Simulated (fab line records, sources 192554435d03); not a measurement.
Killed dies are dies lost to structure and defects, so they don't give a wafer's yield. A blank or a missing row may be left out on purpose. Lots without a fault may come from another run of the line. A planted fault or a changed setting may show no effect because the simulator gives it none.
Which tool did it? | flow n5_finfet | 24 lots, 72 wafers sampled, at 4 steps of a route of 1938

WHAT THE GAUGES READ, wafer by wafer
N5_HKMG_FIN_INSPECT_28: inspects for defects (darkfield).
lot  | measured     | on                | raw_defect_count
L074 | day 4 08:38  | defect_inspect-01 | 39 36 18
L075 | day 4 13:53  | defect_inspect-02 | 41 24 24
L076 | day 4 20:10  | defect_inspect-02 | 70 64 70
L077 | day 5 04:48  | defect_inspect-01 | 20 27 36
L078 | day 5 07:56  | defect_inspect-01 | 33 50 46
L079 | day 5 18:50  | defect_inspect-02 | 28 37 69
L080 | day 5 19:34  | defect_inspect-02 | 71 78 58
L081 | day 6 04:17  | defect_inspect-02 | 53 61 66
L082 | day 6 10:01  | defect_inspect-01 | 35 48 71
L083 | day 6 15:53  | defect_inspect-02 | 28 37 44
L084 | day 7 00:51  | defect_inspect-02 | 42 23 35
L085 | day 7 01:25  | defect_inspect-02 | 44 84 73
L086 | day 7 08:47  | defect_inspect-01 | 22 52 32
L087 | day 7 14:08  | defect_inspect-01 | 33 27 44
L088 | day 7 22:10  | defect_inspect-02 | 46 75 66
L089 | day 8 03:39  | defect_inspect-02 | 31 26 58
L090 | day 8 07:44  | defect_inspect-01 | 44 23 20
L091 | day 8 16:45  | defect_inspect-02 | 63 39 49
L093 | day 9 02:00  | defect_inspect-01 | 25 55 50
L092 | day 9 03:04  | defect_inspect-01 | 36 59 22
L094 | day 9 08:23  | defect_inspect-02 | 14 18 38
L095 | day 9 16:27  | defect_inspect-01 | 39 34 41
L096 | day 9 21:24  | defect_inspect-01 | 50 60 78
L097 | day 10 02:32 | defect_inspect-02 | 20 30 13

WHICH TOOL RAN EACH LOT (tool, then ch and the chambers of the sampled wafers, then the start)
lot  | N5_HKMG_FIN_STRIP_89              | N5_HKMG_FIN_ALD_71                 | N5_HKMG_FIN_CMP_23
L074 | rie_diel-02 ch 1,2,3, day 4 05:31 | ald_metal-04 ch 2,3, day 4 06:12   | cmp-01 ch 1,2,3, day 4 07:55
L075 | rie_diel-04 ch 0,2, day 4 10:46   | ald_metal-04 ch 0,2, day 4 11:26   | cmp-01 ch 0,1,2, day 4 13:20
L076 | rie_diel-04 ch 0,1,3, day 4 17:09 | ald_metal-03 ch 0,1, day 4 17:49   | cmp-01 ch 0,3, day 4 19:31
L077 | rie_diel-02 ch 0,3, day 5 01:36   | ald_metal-04 ch 1,3, day 5 02:16   | cmp-03 ch 1,2, day 5 04:05
L078 | rie_diel-02 ch 1,2, day 5 04:42   | ald_metal-03 ch 0,1,3, day 5 05:36 | cmp-03 ch 0,2,3, day 5 07:28
L079 | rie_diel-01 ch 0,3, day 5 15:29   | ald_metal-02 ch 0,1,3, day 5 16:22 | cmp-03 ch 1,3, day 5 18:07
L080 | rie_diel-01 ch 0,2,3, day 5 16:17 | ald_metal-02 ch 0,1,3, day 5 16:58 | cmp-01 ch 0,1,2, day 5 18:51
L081 | rie_diel-01 ch 0,2, day 6 01:09   | ald_metal-02 ch 1,2, day 6 01:49   | cmp-01 ch 0,1,3, day 6 03:44
L082 | rie_diel-02 ch 0,1,3, day 6 07:01 | ald_metal-03 ch 0,2,3, day 6 07:48 | cmp-01 ch 0,1, day 6 09:18
L083 | rie_diel-01 ch 0,2, day 6 12:53   | ald_metal-04 ch 2,3, day 6 13:34   | cmp-01 ch 0,3, day 6 15:16
L084 | rie_diel-04 ch 2,3, day 6 21:50   | ald_metal-03 ch 2,3, day 6 22:31   | cmp-01 ch 0,1,2, day 7 00:08
L085 | rie_diel-01 ch 0,1,3, day 6 22:23 | ald_metal-04 ch 0,2,3, day 6 23:04 | cmp-04 ch 0,1,3, day 7 00:41
L086 | rie_diel-01 ch 0,2,3, day 7 05:26 | ald_metal-03 ch 0,2,3, day 7 06:22 | cmp-04 ch 0,1,3, day 7 08:05
L087 | rie_diel-04 ch 0,2, day 7 11:01   | ald_metal-04 ch 2,3, day 7 11:41   | cmp-04 ch 0,1,2, day 7 13:35
L088 | rie_diel-02 ch 1,2, day 7 19:07   | ald_metal-02 ch 0,1,3, day 7 19:48 | cmp-01 ch 0,3, day 7 21:28
L089 | rie_diel-01 ch 0,2, day 8 00:37   | ald_metal-04 ch 1,3, day 8 01:17   | cmp-04 ch 0,2,3, day 8 03:06
L090 | rie_diel-04 ch 1,2,3, day 8 04:43 | ald_metal-02 ch 0,2, day 8 05:24   | cmp-03 ch 0,2,3, day 8 07:11
L091 | rie_diel-04 ch 1,3, day 8 13:35   | ald_metal-02 ch 0,3, day 8 14:15   | cmp-03 ch 0,1,3, day 8 16:02
L093 | rie_diel-01 ch 0,1,2, day 8 22:52 | ald_metal-02 ch 0,1,3, day 8 23:36 | cmp-04 ch 0,3, day 9 01:17
L092 | rie_diel-04 ch 0,2,3, day 8 23:48 | ald_metal-04 ch 0,1, day 9 00:29   | cmp-03 ch 0,1,2, day 9 02:30
L094 | rie_diel-02 ch 0,2, day 9 05:22   | ald_metal-03 ch 1,2, day 9 06:02   | cmp-04 ch 1,3, day 9 07:40
L095 | rie_diel-04 ch 0,1,2, day 9 13:17 | ald_metal-03 ch 0,1, day 9 13:58   | cmp-01 ch 1,3, day 9 15:49
L096 | rie_diel-04 ch 1,2, day 9 18:24   | ald_metal-03 ch 1,2,3, day 9 19:05 | cmp-03 ch 1,2,3, day 9 20:41
L097 | rie_diel-04 ch 0,3, day 9 23:31   | ald_metal-02 ch 1,3, day 10 00:11  | cmp-03 ch 0,1,3, day 10 01:59
- N5_HKMG_FIN_STRIP_89: strips SOC in N2/H2, time 20 s.
- N5_HKMG_FIN_ALD_71: deposits TiN, target thk 1 nm, pulse time 1 s, purge time 3 s.
- N5_HKMG_FIN_CMP_23: polishes, stops on SiNx, t overpolish 10 s, target thk 46.326 nm.

WHAT THE TOOLS THEMSELVES READ (means of the sampled wafers that have a number; where no wafer has one, the mark that the record gives instead)
N5_HKMG_FIN_STRIP_89.
lot  | tool        | drypump_motor_current_A (A) | oes_product_au (a.u.) | rf_vpp_V (V) | showerhead_plenum_p_Torr (Torr) | throttle_valve_pct (%)
L074 | rie_diel-02 | 5.9                         | 0.86                  | 53.4         | 3.36                            | 19.1
L075 | rie_diel-04 | 5.2                         | 0.92                  | 54.6         | 3.38                            | 18.6
L076 | rie_diel-04 | 5.7                         | 0.85                  | 54.3         | 3.32                            | 19.0
L077 | rie_diel-02 | 5.7                         | 0.77                  | 54.1         | 3.47                            | 18.8
L078 | rie_diel-02 | 6.0                         | 0.85                  | 53.5         | 3.26                            | 19.1
L079 | rie_diel-01 | 6.2                         | 0.83                  | 54.0         | 3.26                            | 18.8
L080 | rie_diel-01 | 6.0                         | 0.82                  | 53.5         | 3.31                            | 19.0
L081 | rie_diel-01 | 6.1                         | 0.85                  | 53.5         | 3.31                            | 19.0
L082 | rie_diel-02 | 5.8                         | 0.75                  | 53.9         | 3.36                            | 18.9
L083 | rie_diel-01 | 5.8                         | 0.81                  | 53.9         | 3.35                            | 19.2
L084 | rie_diel-04 | 5.0                         | 0.89                  | 53.9         | 3.41                            | 18.5
L085 | rie_diel-01 | 5.8                         | 0.77                  | 53.5         | 3.22                            | 18.8
L086 | rie_diel-01 | 6.0                         | 0.80                  | 54.2         | 3.30                            | 19.0
L087 | rie_diel-04 | 5.7                         | 0.89                  | 54.2         | 3.33                            | 18.7
L088 | rie_diel-02 | 5.9                         | 0.86                  | 54.0         | 3.27                            | 19.6
L089 | rie_diel-01 | 5.9                         | 0.79                  | 54.1         | 3.35                            | 19.2
L090 | rie_diel-04 | 5.2                         | 0.83                  | 54.1         | 3.36                            | 18.9
L091 | rie_diel-04 | 5.5                         | 0.81                  | 54.1         | 3.34                            | 19.0
L093 | rie_diel-01 | 5.7                         | 0.84                  | 54.6         | 3.40                            | 19.0
L092 | rie_diel-04 | 5.5                         | 0.86                  | 54.7         | 3.35                            | 18.7
L094 | rie_diel-02 | 5.6                         | 0.82                  | 54.4         | 3.31                            | 19.8
L095 | rie_diel-04 | 5.4                         | 0.83                  | 54.0         | 3.31                            | 19.0
L096 | rie_diel-04 | 4.9                         | 0.83                  | 54.5         | 3.36                            | 18.9
L097 | rie_diel-04 | 5.9                         | 0.85                  | 54.6         | 3.30                            | 18.8

N5_HKMG_FIN_ALD_71.
lot  | tool         | heater_power_w (W) | precursor_pulse_height_rel
L074 | ald_metal-04 | 859                | 0.994
L075 | ald_metal-04 | 768                | 1.004
L076 | ald_metal-03 | 783                | 1.014
L077 | ald_metal-04 | 860                | 0.995
L078 | ald_metal-03 | 792                | 0.994
L079 | ald_metal-02 | 891                | 1.009
L080 | ald_metal-02 | 916                | 1.016
L081 | ald_metal-02 | 772                | 0.994
L082 | ald_metal-03 | 805                | 1.007
L083 | ald_metal-04 | 867                | 1.014
L084 | ald_metal-03 | 820                | 1.003
L085 | ald_metal-04 | 830                | 0.985
L086 | ald_metal-03 | 818                | 1.013
L087 | ald_metal-04 | 875                | 1.004
L088 | ald_metal-02 | 899                | 0.983
L089 | ald_metal-04 | 861                | 1.015
L090 | ald_metal-02 | 865                | 1.004
L091 | ald_metal-02 | 980                | 1.006
L093 | ald_metal-02 | 898                | 1.020
L092 | ald_metal-04 | 803                | 0.995
L094 | ald_metal-03 | 858                | 1.015
L095 | ald_metal-03 | 786                | 1.006
L096 | ald_metal-03 | 842                | 0.998
L097 | ald_metal-02 | 832                | 1.002

N5_HKMG_FIN_CMP_23.
lot  | tool   | motor_current_A (A) | overpolish_run_s (s) | time_to_endpoint_s (s)
L074 | cmp-01 | 12.1                | 9.99                 | 10.7
L075 | cmp-01 | 12.7                | 10.01                | 11.1
L076 | cmp-01 | 12.5                | 10.01                | 10.2
L077 | cmp-03 | 13.1                | 10.00                | 14.2
L078 | cmp-03 | 11.3                | 10.01                | 10.8
L079 | cmp-03 | 13.5                | 10.01                | 13.6
L080 | cmp-01 | 12.4                | 10.00                | 10.7
L081 | cmp-01 | 12.7                | 10.00                | 12.6
L082 | cmp-01 | 13.0                | 10.00                | 10.3
L083 | cmp-01 | 12.3                | 10.00                | 9.7
L084 | cmp-01 | 12.8                | 9.99                 | 11.5
L085 | cmp-04 | 12.0                | 10.00                | 12.3
L086 | cmp-04 | 12.3                | 9.99                 | 11.4
L087 | cmp-04 | 11.9                | 9.99                 | 12.4
L088 | cmp-01 | 12.3                | 10.00                | 9.2
L089 | cmp-04 | 11.3                | 10.00                | 12.4
L090 | cmp-03 | 11.8                | 10.00                | 14.3
L091 | cmp-03 | 13.2                | 10.01                | 11.8
L093 | cmp-04 | 11.7                | 9.99                 | 14.2
L092 | cmp-03 | 12.3                | 10.00                | 11.6
L094 | cmp-04 | 12.2                | 10.01                | 10.8
L095 | cmp-01 | 13.2                | 10.00                | 11.4
L096 | cmp-03 | 12.1                | 10.01                | 13.4
L097 | cmp-03 | 13.3                | 10.01                | 9.5

THE ANSWER, worked out from the rows above alone
Rule: what is usual is taken from the lots themselves. Put in order of their means at a reading, lots are off if they are a third of the lots or fewer, leave a main group of 4 or more, and stand apart from it by a gap of 3 or more times the standard deviation of the main group's means; of several such gaps the widest counts. A main group whose means are all the same, to the digits that the tables above print for the reading, isn't used. A lot without any number at a reading at which 4 lots or more have one is off too. The other lots that the step has rows for count as sound. The gauges are gone through in route order, then the tools' own readings, and for those a lot's mean is taken as printed above. The first step at which some lot is off is used, and at that step the reading that is off furthest; a lot without a number counts as furthest.
No lot is off at any reading shown: from this, nothing can be told.

WHAT THE SIMULATOR HAD PUT IN
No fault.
